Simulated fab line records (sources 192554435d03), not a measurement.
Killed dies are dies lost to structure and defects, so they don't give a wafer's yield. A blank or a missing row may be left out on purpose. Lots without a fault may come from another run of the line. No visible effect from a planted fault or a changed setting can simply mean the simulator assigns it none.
fab line records	flow n5-finfet
[record] lots = 6	wafers = 17	last-day = 19
route steps=1938 shown BEOL_M10@1528 BEOL_M11@1536
lots untouched by any fault: they come from a run of this same line in which no faults occurred
start-h: hours from the record's first day to the start of the lot's first wafer shown	wait-h: hours elapsed since this lot's preceding step	" repeats the value in the row above	L1.1+2: a single row standing in for several wafers	- no value, or no start was given	* or withheld: withheld	< > ~ a bound
route shown NAME@n: a module of which the file shows steps, and the number in the route of the first	usual: mean and standard deviation over wafers with no fault	same: alike in all rows	chamber/n: place in a boat	sites: the reading at each site	_std_site: their standard deviation	_edge_site: mean of outer sites minus mean of inner sites	radius-mm: for every site, how far away it sits from the centre of the wafer	mask NAME#n: copy n	behind: tool/chamber where the wafer was last shaped	hold: reason for holding the lot/hours on hold/outcome of the hold	device: names the non-switching transistor (n, p or np)	end of line: tests run on the same wafers once the route is complete	step lacking rows: just its recipe	killed: count of dies lost to structure and defects at first sort (not the wafer's yield)	map: per-die view of a wafer (x killed, . not killed, _ where there is no die)
set.NAME: the run value of the setting; set.NAME@STEP: its run value at that earlier step	model.NAME: the simulator's own value behind a step, which no gauge read
certain route steps with their lots: each step a table, each wafer a row
services: when a tool's chamber went out of use (start-h, in hours from the record's first day, below 0 if earlier), for how many hours, and the reason
[[steps]]
[step N5_BEOL_M10_ECD_50]
[recipe] material = Cu	target-thk-a = 3180
[step N5_BEOL_M10_ANNEAL_51]
[recipe] temp-c = 225	time-s = 90	ambient = N2
[usual] wafer_temp_C_max = 226.6/0.41
lot.wafer	tool	chamber	start-h	wait-h	wafer_temp_C_max
L953.1	rtp-anneal-02	0	240.11	0.1	226.2
L953.4	"	0	"	"	226.5
L953.5	"	0	"	"	226.7
L958.1	rtp-anneal-02	0	257.84	0.2	226.4
L958.2	"	0	"	"	226.4
L958.5	"	0	"	"	226.1
L970.1	rtp-anneal-02	0	363.18	0.2	226.3
L970.3	"	0	"	"	226.7
L970.5	"	0	"	"	226.5
L971.1	rtp-anneal-01	0	364.64	0.3	226.9
L971.2	"	0	"	"	227.2
L971.3	"	0	"	"	227.1
L975.2	rtp-anneal-02	0	389.68	0.3	227.0
L975.4	"	0	"	"	226.5
L975.5	"	0	"	"	226.0
L976.5	rtp-anneal-01	0	391.70	0.2	226.6
L976.6	"	0	"	"	226.8
[step N5_BEOL_M10_CMP_52]
[recipe] stop-on = SiCOH_lowk	t-overpolish-s = 7	down-force-psi = 1	platen-rpm = 50	clearing-platen-down-force-psi = 1.5	clearing-platen-rpm = 50	post-cmp-clean = cu-alkaline	target-thk-nm = 140	clearing-platen-pad-velocity-m-s = 0.99484	pad-velocity-m-s = 0.99484
[step N5_BEOL_M10_THK_MEAS_53]
[recipe] thk-meas-gauge = xrf	reads = Cu_of_BEOL_M10_ECD_50
[usual] M10_THK = 141/3
lot.wafer	tool	chamber	start-h	wait-h	M10_THK[nm]
L953.1	film-metro-01	-	240.76	-	142
L953.4	"	-	"	"	140
L953.5	"	-	"	"	142
L958.1	film-metro-01	-	258.50	-	143
L958.2	"	-	"	"	137
L958.5	"	-	"	"	142
L970.1	film-metro-01	-	363.78	-	142
L970.3	"	-	"	"	136
L970.5	"	-	"	"	137
L971.1	film-metro-02	-	365.50	-	140
L971.2	"	-	"	"	138
L971.3	"	-	"	"	143
L975.2	film-metro-01	-	390.30	-	138
L975.4	"	-	"	"	137
L975.5	"	-	"	"	141
L976.5	film-metro-02	-	392.11	-	140
L976.6	"	-	"	"	142
[step N5_BEOL_M10_PRE_CLEAN_55]
[recipe] gas = NH3	time-s = 15	temp-c = withheld	rf-power-w = 300
[step N5_BEOL_M10_DEP_56]
[recipe] material = SiCN	target-thk-a = 150	temp-c = withheld	precursor = 3MS/NH3	pressure-torr = 3	rf-w = 202	time-s = 26.5
[usual] chamber-pressure-Torr = 3.000/0.0067	rf-fwd-power-W = 200.1/0.74	showerhead-plenum-p-Torr = 3.668/0.015	throttle-valve-pct = 9.2/0.43
lot.wafer	tool	chamber	start-h	wait-h	chamber-pressure-Torr	rf-fwd-power-W	showerhead-plenum-p-Torr	throttle-valve-pct
L953.1	pecvd-03	1	240.83	0.0	2.985	199.6	3.662	8.6
L953.4	"	1	"	"	3.006	199.8	3.671	8.7
L953.5	"	1	"	"	2.996	199.7	3.665	8.7
L958.1	pecvd-04	0	258.57	0.0	3.001	199.3	3.643	10.1
L958.2	"	1	"	"	2.997	200.3	3.686	9.7
L958.5	"	2	"	"	2.994	201.0	3.690	9.0
L970.1	pecvd-01	0	363.84	0.0	2.997	200.7	3.642	9.3
L970.3	"	1	"	"	2.992	200.9	3.680	9.0
L970.5	"	2	"	"	3.003	198.4	3.675	9.2
L971.1	pecvd-01	1	365.57	0.0	2.988	201.0	3.674	9.4
L971.2	"	0	"	"	3.003	201.4	3.647	9.2
L971.3	"	2	"	"	3.010	199.9	3.675	9.0
L975.2	pecvd-01	2	390.37	0.0	3.018	199.8	3.672	9.4
L975.4	"	1	"	"	3.008	199.9	3.680	9.0
L975.5	"	1	"	"	3.000	199.4	3.672	9.1
L976.5	pecvd-04	1	392.19	0.0	2.993	199.4	3.678	9.6
L976.6	"	2	"	"	3.001	201.7	3.674	8.7
[step N5_BEOL_M10_RS_MEAS_57]
[recipe] thk-meas-gauge = four-point-probe	reads = Cu_of_BEOL_M10_ECD_50+Co_of_BEOL_M10_CVD_75+TaN_of_BEOL_M10_ALD_74
[usual] M10_RS = 0.150/0.0035
lot.wafer	tool	chamber	start-h	wait-h	M10_RS[ohm/sq]
L953.1	film-metro-02	-	240.92	0.1	0.147
L953.4	"	-	"	"	0.150
L953.5	"	-	"	"	0.147
L958.1	film-metro-02	-	258.64	0.1	0.147
L958.2	"	-	"	"	0.155
L958.5	"	-	"	"	0.148
L970.1	film-metro-01	-	363.91	0.1	0.147
L970.3	"	-	"	"	0.155
L970.5	"	-	"	"	0.153
L971.1	film-metro-02	-	365.64	0.1	0.151
L971.2	"	-	"	"	0.154
L971.3	"	-	"	"	0.148
L975.2	film-metro-02	-	390.47	0.1	0.151
L975.4	"	-	"	"	0.152
L975.5	"	-	"	"	0.149
L976.5	film-metro-02	-	392.25	0.0	0.150
L976.6	"	-	"	"	0.148
[step N5_BEOL_M10_INSPECT_58]
[recipe] inspect-instrument = darkfield	mode = post-dep
[usual] raw-defect-count = 73/24
lot.wafer	tool	chamber	start-h	wait-h	raw-defect-count
L953.1	defect-inspect-02	-	240.95	0.0	32
L953.4	"	-	"	"	38
L953.5	"	-	"	"	58
L958.1	defect-inspect-01	-	258.66	0.0	54
L958.2	"	-	"	"	32
L958.5	"	-	"	"	52
L970.1	defect-inspect-02	-	363.94	0.0	37
L970.3	"	-	"	"	74
L970.5	"	-	"	"	37
L971.1	defect-inspect-02	-	365.67	0.0	53
L971.2	"	-	"	"	72
L971.3	"	-	"	"	98
L975.2	defect-inspect-02	-	390.49	0.0	90
L975.4	"	-	"	"	50
L975.5	"	-	"	"	72
L976.5	defect-inspect-02	-	392.27	0.0	46
L976.6	"	-	"	"	60
[step N5_BEOL_M11_ILD_DEP_00]
[recipe] material = SiCOH_lowk	target-thk-a = 3085.1	temp-c = 300	precursor = DEMS/porogen	pressure-torr = 5	rf-w = 500	time-s = 58
[step N5_BEOL_M11_CURE_71]
[recipe] temp-c = 385	time-s = 240	ambient = He/Ar	material = SiCOH_lowk
[usual] lamp-power-pct = 52.32/0.052	wafer_temp_C_max = 386.6/0.58
lot.wafer	tool	chamber	start-h	wait-h	lamp-power-pct	wafer_temp_C_max
L953.1	uv-cure-03	2	241.07	0.0	52.33	387.2
L953.4	"	2	"	"	52.26	387.9
L953.5	"	2	"	"	52.29	387.2
L958.1	uv-cure-03	1	258.78	0.0	52.23	386.2
L958.2	"	1	"	"	52.40	386.6
L958.5	"	1	"	"	52.30	386.3
L970.1	uv-cure-03	0	364.05	0.0	52.29	387.9
L970.3	"	0	"	"	52.43	386.8
L970.5	"	0	"	"	52.31	387.7
L971.1	uv-cure-01	0	365.78	0.0	52.35	386.1
L971.2	"	0	"	"	52.32	385.9
L971.3	"	0	"	"	52.37	385.7
L975.2	uv-cure-02	2	391.24	0.7	52.26	387.1
L975.4	"	2	"	"	52.36	386.9
L975.5	"	2	"	"	52.38	387.4
L976.5	uv-cure-02	2	392.71	0.3	52.44	386.5
L976.6	"	2	"	"	52.29	386.5
[step N5_BEOL_M11_THK_MEAS_01]
[recipe] reads = SiCOH_lowk_of_BEOL_M11_ILD_DEP_00
[usual] M11_ILD_THK = 267/3.7
lot.wafer	tool	chamber	start-h	wait-h	M11_ILD_THK[nm]
L953.1	film-metro-02	-	241.58	0.4	266
L953.4	"	-	"	"	273
L953.5	"	-	"	"	268
L958.1	film-metro-02	-	259.29	0.4	265
L958.2	"	-	"	"	266
L958.5	"	-	"	"	269
L970.1	film-metro-02	-	364.57	0.4	270
L970.3	"	-	"	"	262
L970.5	"	-	"	"	267
L971.1	film-metro-01	-	366.29	0.4	266
L971.2	"	-	"	"	266
L971.3	"	-	"	"	263
L975.2	film-metro-02	-	391.67	0.4	264
L975.4	"	-	"	"	273
L975.5	"	-	"	"	270
L976.5	film-metro-01	-	392.90	0.1	269
L976.6	"	-	"	"	273
[step N5_BEOL_M11_PECVD_70]
[recipe] material = SiO2	target-thk-a = 200	temp-c = 400	precursor = TEOS/O2	pressure-torr = 5.5	rf-w = 450	teos-flow-sccm = 53.8	gas = O2	flow-sccm = 3000	time-s = 22.7
[step N5_BEOL_M11_HM_DEP_02]
[recipe] material = TiN	target-thk-a = 200	temp-c = 25	chamber-pressure-pa = 0.49996
[usual] chamber-pressure-pa = 0.5000/0.00096	substrate-temp-c = 24.99/0.099	susceptor-temp-C = 25.01/0.12	throttle-valve-pct = 30.1/1.1
lot.wafer	tool	chamber	start-h	wait-h	chamber-pressure-pa	substrate-temp-c	susceptor-temp-C	throttle-valve-pct
L953.1	pvd-sputter-01	-	242.69	1.1	0.4993	24.94	25.02	30.0
L953.4	"	-	"	"	0.5007	24.90	25.07	31.0
L953.5	"	-	"	"	0.5017	25.03	25.04	31.2
L958.1	pvd-sputter-01	-	259.57	0.2	0.4991	24.92	24.98	30.0
L958.2	"	-	"	"	0.5004	25.12	25.06	31.2
L958.5	"	-	"	"	0.5005	24.98	25.07	31.0
L970.1	pvd-sputter-01	-	366.35	1.7	-	-	-	-
L970.3	"	-	"	"	-	-	-	-
L970.5	"	-	"	"	-	-	-	-
L971.1	pvd-sputter-02	-	367.23	0.9	-	-	-	-
L971.2	"	-	"	"	-	-	-	-
L971.3	"	-	"	"	-	-	-	-
L975.2	pvd-sputter-02	-	392.96	1.2	0.5003	24.81	25.15	29.5
L975.4	"	-	"	"	0.5006	24.86	25.06	29.2
L975.5	"	-	"	"	0.5007	25.06	25.25	28.8
L976.5	pvd-sputter-01	-	393.30	0.3	0.4987	24.87	24.99	31.3
L976.6	"	-	"	"	0.5011	24.85	25.05	31.1
[step N5_BEOL_M11_COAT_59]
[recipe] resist = SOC	temp-c = 250	time-s = 60	spin-rpm = 1500	resist-thk-nm = 100
[step N5_BEOL_M11_COAT_60]
[recipe] resist = SiARC	temp-c = 220	time-s = 60	spin-rpm = 1500	resist-thk-nm = 30
[step N5_BEOL_M11_COAT_05]
[recipe] resist = CAR-ArF	spin-rpm = 1500	resist-thk-nm = 90
[step N5_BEOL_M11_EBR_07]
[recipe] solvent = PGMEA	ebr-width-mm = 1.5
[step N5_BEOL_M11_SOFTBAKE_06]
[recipe] temp-c = 110	time-s = 60	resist = CAR-ArF
[step N5_BEOL_M11_EXPOSE_08]
[recipe] mask-id = M11	na = 1.35	source-shape = dipole	sigma-inner = 0.411	sigma-outer = 0.611	polarization = te	dose-mj = 53.75
[step N5_BEOL_M11_PEB_09]
[recipe] peb-temp-c = withheld	peb-time-s = 60	resist = CAR-ArF
[step N5_BEOL_M11_DEVELOP_10]
[recipe] develop-time-s = 30	developer = TMAH	resist = CAR-ArF	rinse-liquid = diw	dry = air-spin	dev-temp-c = 23
[step N5_BEOL_M11_CD_MEAS_11]
[recipe] target-cd-nm = 64.1	landing-energy-ev = 500	detector = se-inlens	polarity = opening
[usual] cd-nm = 64.0/0.57
[same] landing-energy-ev = 500
lot.wafer	tool	chamber	start-h	wait-h	cd-nm
L953.1	cd-sem-01	0	243.25	-	64.9
L953.4	"	0	"	"	64.5
L953.5	"	0	"	"	63.4
L958.1	cd-sem-03	0	260.07	-	64.5
L958.2	"	0	"	"	64.9
L958.5	"	0	"	"	63.7
L970.1	cd-sem-03	0	366.72	-	64.6
L970.3	"	0	"	"	64.1
L970.5	"	0	"	"	64.6
L971.1	cd-sem-02	0	367.61	-	63.1
L971.2	"	0	"	"	63.5
L971.3	"	0	"	"	64.2
L975.2	cd-sem-02	0	393.46	-	64.1
L975.4	"	0	"	"	64.6
L975.5	"	0	"	"	63.2
L976.5	cd-sem-03	0	393.62	-	63.5
L976.6	"	0	"	"	62.6
[step N5_BEOL_M11_OVL_MEAS_12]
[recipe] points-per-wafer = 44
[usual] M11_OVL = -0.4/0.88
lot.wafer	tool	chamber	start-h	wait-h	M11_OVL[nm]
L953.1	overlay-01	0	243.28	0.0	0.2
L953.4	"	0	"	"	-0.1
L953.5	"	0	"	"	-0.4
L958.1	overlay-02	0	260.10	0.0	0.8
L958.2	"	0	"	"	0.5
L958.5	"	0	"	"	0.4
L970.1	overlay-01	0	366.75	0.0	-2.4
L970.3	"	0	"	"	-1.7
L970.5	"	0	"	"	-3.6
L971.1	overlay-02	0	367.64	0.0	-1.4
L971.2	"	0	"	"	-2.2
L971.3	"	0	"	"	0.7
L975.2	overlay-02	0	393.49	0.0	-0.7
L975.4	"	0	"	"	0.6
L975.5	"	0	"	"	0.4
L976.5	overlay-01	0	393.65	0.0	-0.3
L976.6	"	0	"	"	0.9
[step N5_BEOL_M11_INSPECT_13]
[recipe] mode = adi	inspect-instrument = brightfield
[usual] raw-defect-count = 411/99
lot.wafer	tool	chamber	start-h	wait-h	raw-defect-count
L953.1	defect-inspect-01	-	243.30	0.0	276
L953.4	"	-	"	"	393
L953.5	"	-	"	"	377
L958.1	defect-inspect-01	-	260.12	0.0	304
L958.2	"	-	"	"	397
L958.5	"	-	"	"	378
L970.1	defect-inspect-02	-	366.77	0.0	214
L970.3	"	-	"	"	282
L970.5	"	-	"	"	172
L971.1	defect-inspect-02	-	367.66	0.0	232
L971.2	"	-	"	"	205
L971.3	"	-	"	"	268
L975.2	defect-inspect-02	-	393.51	0.0	640
L975.4	"	-	"	"	395
L975.5	"	-	"	"	551
L976.5	defect-inspect-01	-	393.67	0.0	344
L976.6	"	-	"	"	288
[step N5_BEOL_M11_DESCUM_16]
[recipe] chemistry = O2	time-s = 7.9	source-power-w = 50	bias-power-w = 20	pressure-mtorr = 20	rf-frequency-hz = 2.712e+07	temp-c = 40	resist = CAR-ArF	o2-flow-sccm = 225
[usual] drypump-motor-current-A = 5.9/0.5	oes-product-au = 0.80/0.09	rf-vpp-V = 243.1/1.3	showerhead-plenum-p-Torr = 2.09/0.073	throttle-valve-pct = 20.37/0.25
lot.wafer	tool	chamber	start-h	wait-h	drypump-motor-current-A	oes-product-au	rf-hours-counter-h	rf-vpp-V	showerhead-plenum-p-Torr	throttle-valve-pct
L953.1	rie-diel-01	0	243.33	0.0	6.4	0.80	124	242.8	2.09	20.12
L953.4	"	2	"	"	5.7	0.83	62	244.0	2.11	20.26
L953.5	"	1	"	"	5.8	0.86	-	245.3	2.22	19.98
L958.1	rie-diel-02	2	260.33	0.2	6.4	0.91	20	242.7	2.04	20.38
L958.2	"	3	"	"	6.2	0.67	239	239.9	1.98	20.61
L958.5	"	0	"	"	5.6	0.91	-	243.4	2.04	20.26
L970.1	rie-diel-01	1	367.13	0.4	5.8	0.83	91	244.1	2.21	20.04
L970.3	"	0	"	"	6.5	0.76	161	242.1	2.08	20.16
L970.5	"	3	"	"	5.4	0.85	-	241.7	2.05	20.12
L971.1	rie-diel-03	2	368.05	0.4	5.8	0.69	201	242.7	2.08	20.34
L971.2	"	1	"	"	6.0	0.69	228	243.9	2.14	20.89
L971.3	"	3	"	"	6.6	0.81	79	243.1	2.11	20.24
L975.2	rie-diel-03	0	393.55	0.0	4.9	0.72	202	242.4	2.08	20.25
L975.4	"	1	"	"	6.0	0.68	235	242.3	2.13	20.90
L975.5	"	3	"	"	6.6	0.82	-	243.0	2.11	20.27
L976.5	rie-diel-02	1	393.79	0.1	5.2	0.96	-	245.2	2.23	20.35
L976.6	"	2	"	"	6.4	0.83	-	242.6	2.02	20.45
[step N5_BEOL_M11_ETCH_61]
[recipe] chemistry = CF4	target = SiARC	target-depth-a = 390	mask-material = CAR-ArF	time-s = 65	ion-energy-ev = 80	pressure-mtorr = 40	source-w = 545	bias-w = 36	Ar_flow_sccm = 100	cf4-flow-sccm = 100	ends = cleared
[step N5_BEOL_M11_ETCH_62]
[recipe] chemistry = N2/H2	target = SOC	target-depth-a = 1100	overetch-a = 220	mask-material = SiARC	temp-c = 40	time-s = 165	ion-energy-ev = 200	pressure-mtorr = 30	source-w = 840	bias-w = 150	n2-flow-sccm = 200	h2-flow-sccm = 200
[step N5_BEOL_M11_STRIP_68]
[recipe] chemistry = N2/H2	temp-c = 40	n2-flow-sccm = 200	h2-flow-sccm = 200	rf-frequency-hz = 6e+07
[step N5_BEOL_M11_STRIP_67]
[recipe] chemistry = CF4	resist = SiARC	power-w = 300	bias-power-w = 75	pressure-mtorr = 50	cf4-flow-sccm = 150	rf-frequency-hz = 6e+07
[usual] drypump-motor-current-A = 5.9/0.5	oes-product-au = 0.80/0.085	rf-vpp-V = 271.1/1.5	showerhead-plenum-p-Torr = 1.79/0.06	throttle-valve-pct = 13.53/0.29
lot.wafer	tool	chamber	start-h	wait-h	drypump-motor-current-A	oes-product-au	rf-hours-counter-h	rf-vpp-V	showerhead-plenum-p-Torr	throttle-valve-pct
L953.1	rie-diel-01	0	243.57	0.0	6.5	0.80	125	269.9	1.81	13.46
L953.4	"	2	"	"	5.7	0.82	62	271.5	1.82	13.46
L953.5	"	1	"	"	5.8	0.85	-	274.7	1.90	13.10
L958.1	rie-diel-02	2	260.56	0.0	6.3	0.91	20	270.3	1.76	13.51
L958.2	"	3	"	"	6.2	0.68	239	270.6	1.70	13.77
L958.5	"	0	"	"	5.6	0.88	-	270.2	1.74	13.28
L970.1	rie-diel-01	1	367.36	0.0	5.8	0.82	91	272.5	1.89	13.18
L970.3	"	0	"	"	6.4	0.77	161	270.6	1.80	13.54
L970.5	"	3	"	"	5.4	0.84	-	269.5	1.76	13.25
L971.1	rie-diel-03	2	368.28	0.0	5.8	0.70	201	269.8	1.78	13.60
L971.2	"	1	"	"	6.0	0.69	228	272.8	1.85	14.17
L971.3	"	3	"	"	6.6	0.81	79	271.9	1.80	13.32
L975.2	rie-diel-03	0	393.78	0.0	4.9	0.74	202	269.8	1.78	13.48
L975.4	"	1	"	"	6.0	0.69	235	272.0	1.85	14.18
L975.5	"	3	"	"	6.7	0.81	-	271.8	1.80	13.35
L976.5	rie-diel-02	1	394.02	0.0	5.2	0.96	-	272.6	1.90	13.36
L976.6	"	2	"	"	6.4	0.84	-	270.0	1.75	13.62
[step N5_BEOL_M11_HM_OPEN_17]
[recipe] chemistry = Cl2/BCl3	target-depth-a = 200	overetch-a = 60	target = TiN	mask-material = SOC	ion-energy-ev = 150	pressure-mtorr = 10	icp-w = 1000	bias-w = 126	Cl2_flow_sccm = 53.25	bcl3-flow-sccm = 21.75	Ar_flow_sccm = 25
[usual] drypump-motor-current-A = 5.4/0.34	oes-product-au = 0.67/0.084	throttle-valve-pct = 22.25/0.28
lot.wafer	tool	chamber	start-h	wait-h	drypump-motor-current-A	oes-product-au	rf-hours-counter-h	throttle-valve-pct	model.etch.depth-nm
L953.1	rie-metal-01	1	243.61	0.0	6.0	0.57	91	22.75	20.01
L953.4	"	0	"	"	5.1	0.68	-	22.21	19.88
L953.5	"	0	"	"	5.2	0.69	-	22.19	20.62
L958.1	rie-metal-01	0	260.60	0.0	5.1	0.67	40	22.22	19.8
L958.2	"	1	"	"	6.0	0.57	94	22.76	19.81
L958.5	"	0	"	"	5.1	0.67	-	22.20	20.27
L970.1	rie-metal-03	0	367.40	0.0	5.1	0.26	95	22.90	0
L970.3	"	1	"	"	5.7	0.30	-	23.06	0
L970.5	"	0	"	"	5.1	0.25	-	22.89	0
L971.1	rie-metal-03	1	368.33	0.0	5.7	0.30	37	23.05	0
L971.2	"	0	"	"	5.1	0.25	95	22.88	0
L971.3	"	1	"	"	5.7	0.30	-	23.07	0
L975.2	rie-metal-02	1	393.82	0.0	5.2	0.76	12	21.93	20.02
L975.4	"	1	"	"	5.2	0.76	-	21.93	19.97
L975.5	"	0	"	"	5.2	0.70	-	21.96	19.94
L976.5	rie-metal-01	0	394.11	0.1	5.1	0.65	-	22.23	20.51
L976.6	"	1	"	"	6.0	0.86	-	22.55	20.27
[step N5_BEOL_M11_STRIP_19]
[recipe] chemistry = O2	power-w = 400	temp-c = 40	pressure-mtorr = 30	rf-frequency-hz = 6e+07	bias-power-w = 0	overash-fraction = 0.2	o2-flow-sccm = 225
[step N5_BEOL_M11_CD_MEAS_18]
[recipe] pitch-nm = 140	target-cd-nm = 70
[usual] cd-nm = 70.0/0.61
lot.wafer	tool	chamber	start-h	wait-h	cd-nm
L953.1	cd-sem-03	-	244.07	0.0	70.3
L953.4	"	-	"	"	70.0
L953.5	"	-	"	"	69.5
L958.1	cd-sem-01	-	260.91	0.0	70.2
L958.2	"	-	"	"	70.0
L958.5	"	-	"	"	69.9
L970.1	cd-sem-03	-	367.60	0.0	-
L970.3	"	-	"	"	-
L970.5	"	-	"	"	-
L971.1	cd-sem-03	-	368.65	0.0	-
L971.2	"	-	"	"	-
L971.3	"	-	"	"	-
L975.2	cd-sem-03	-	394.00	0.1	70.1
L975.4	"	-	"	"	70.6
L975.5	"	-	"	"	69.6
L976.5	cd-sem-02	-	394.23	0.0	69.5
L976.6	"	-	"	"	68.5
[step N5_BEOL_M11_COAT_63]
[recipe] resist = SOC	temp-c = 250	time-s = 60	spin-rpm = 1500	resist-thk-nm = 100
[[services]]
tool	chamber	start-h	hours	kind
rie-diel-01	3	216.72	5.4	repair
uv-cure-01	-	221.54	2.5	repair
pecvd-03	2	222.84	7.1	repair
rie-diel-02	-	226.79	14.6	pm
pecvd-01	1	231.76	22.7	repair
rie-diel-01	-	271.77	2.8	pm
rie-diel-02	0	275.91	6.9	repair
rie-diel-01	2	285.53	14.8	repair
rie-metal-01	0	295.29	6.3	repair
rie-diel-02	3	302.17	-	clean
rie-diel-02	3	302.17	-	consumable-replace:focus-ring
rie-diel-02	3	302.17	-	consumable-replace:showerhead
rie-diel-02	3	302.17	17.7	scheduled-down
rie-metal-02	-	308.24	2.8	pm
rie-metal-02	0	311.09	7.3	repair
uv-cure-01	-	311.57	1.0	pm
uv-cure-02	-	320.44	7.5	pm
pecvd-03	-	324.74	0.7	repair
rie-metal-01	-	326.54	1.4	pm
rie-metal-02	-	334.54	0.1	repair
rie-metal-01	-	340.17	2.8	pm
uv-cure-03	-	378.82	1.0	pm
pecvd-01	-	391.84	0.6	repair
pecvd-04	-	393.60	1.3	repair
[[key]]
[first-sign] step = N5_BEOL_M11_HM_DEP_02	reading = tool-record	direction = missing
[effect] step = N5_BEOL_M11_HM_OPEN_17	reading = oes-product-au	direction = down	sigmas = 4.7	usual = 0.67	struck = 0.27
[effect] step = N5_BEOL_M11_CD_MEAS_18	reading = cd-nm	direction = missing
[model-effect] step = N5_BEOL_M11_HM_OPEN_17	value = etch.depth-nm	without = 19.84	struck = 0
met-at N5_BEOL_M11_HM_DEP_02
struck-wafers L970.1,L970.3,L970.5,L971.1,L971.2,L971.3
later-rows-left-out L970.1,L970.3,L970.5,L971.1,L971.2,L971.3
sort-left-out L970.1,L970.3,L970.5,L971.1,L971.2,L971.3
onset-between 259.57 366.35
[fault] kind = skipped-step-whole	tool = pvd-sputter-01,pvd-sputter-02	chamber = -	onset-h = 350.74	steps = N5_BEOL_M11_HM_DEP_02	scope = struck-lots-only
// sort-left-out: the simulated sort isn't trusted on such a fault, so these wafers' sort isn't shown, and their yield isn't known
// later-rows-left-out: the simulator's readings of these wafers behind a module that went badly wrong aren't trusted and aren't shown, but for the sort
